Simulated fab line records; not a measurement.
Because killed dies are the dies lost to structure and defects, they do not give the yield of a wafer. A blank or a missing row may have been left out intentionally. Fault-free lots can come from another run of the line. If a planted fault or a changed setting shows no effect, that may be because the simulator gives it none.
Chamber matching / flow nand-harc / NHARC_P_M1_PRE_CLEAN_32 on pecvd-03: 3 sister chambers
The step time 12 s. 6 wafers are shown with their chamber, then 12 later ones without.

## WAFERS WITH THEIR CHAMBER
wafer=L086.4; chamber=1; heater-power-w (W)=721; susceptor-temp-C (C)=369.90
wafer=L088.1; chamber=2; heater-power-w (W)=536; susceptor-temp-C (C)=370.02
wafer=L088.5; chamber=0; heater-power-w (W)=731; susceptor-temp-C (C)=370.18
wafer=L089.4; chamber=2; heater-power-w (W)=485; susceptor-temp-C (C)=370.07
wafer=L089.5; chamber=1; heater-power-w (W)=649; susceptor-temp-C (C)=369.93
wafer=L089.6; chamber=0; heater-power-w (W)=744; susceptor-temp-C (C)=370.01

## WAFERS WITHOUT THEIR CHAMBER
wafer=L090.1; heater-power-w (W)=695; susceptor-temp-C (C)=370.01
wafer=L090.4; heater-power-w (W)=739; susceptor-temp-C (C)=369.80
wafer=L090.5; heater-power-w (W)=477; susceptor-temp-C (C)=369.90
wafer=L091.1; heater-power-w (W)=538; susceptor-temp-C (C)=369.85
wafer=L091.4; heater-power-w (W)=641; susceptor-temp-C (C)=370.14
wafer=L091.5; heater-power-w (W)=728; susceptor-temp-C (C)=370.22
wafer=L092.1; heater-power-w (W)=700; susceptor-temp-C (C)=370.22
wafer=L092.2; heater-power-w (W)=685; susceptor-temp-C (C)=369.63
wafer=L092.6; heater-power-w (W)=540; susceptor-temp-C (C)=369.83
wafer=L096.3; heater-power-w (W)=662; susceptor-temp-C (C)=369.85
wafer=L096.4; heater-power-w (W)=684; susceptor-temp-C (C)=369.83
wafer=L096.5; heater-power-w (W)=661; susceptor-temp-C (C)=370.13

## WHICH CHAMBER EACH ONE RAN IN
wafer=L090.1; from the rows above=can't be placed: 1 or 0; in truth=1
wafer=L090.4; from the rows above=can't be placed: 1 or 0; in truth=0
wafer=L090.5; from the rows above=2; in truth=2
wafer=L091.1; from the rows above=can't be placed: 2 or 1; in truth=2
wafer=L091.4; from the rows above=can't be placed: 0 or 1 or 2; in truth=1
wafer=L091.5; from the rows above=0; in truth=0
wafer=L092.1; from the rows above=0; in truth=0
wafer=L092.2; from the rows above=1; in truth=1
wafer=L092.6; from the rows above=can't be placed: 2 or 1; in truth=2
wafer=L096.3; from the rows above=1; in truth=1
wafer=L096.4; from the rows above=1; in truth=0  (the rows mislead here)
wafer=L096.5; from the rows above=can't be placed: 0 or 1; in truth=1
Correct placement for 5 of the 12. Can't be placed from these rows: 6 (the true chamber is among the candidates in 6). Number placed wrongly: 1.
How it was worked out, from the rows above alone: a wafer's distance from a chamber is the root of the sum, over the readings, of the square of ((its reading less the chamber's mean) divided by the reading's scatter). If the next closest chamber is less than 2 further off than the closest, the wafer can't be placed; otherwise it belongs to the closest. The mean given for a chamber averages the wafers shown for that chamber. How the scatter is found: for the shown wafers, subtract from each reading the mean of its chamber, square and add these, divide the total by (wafers less chambers), then take the root.
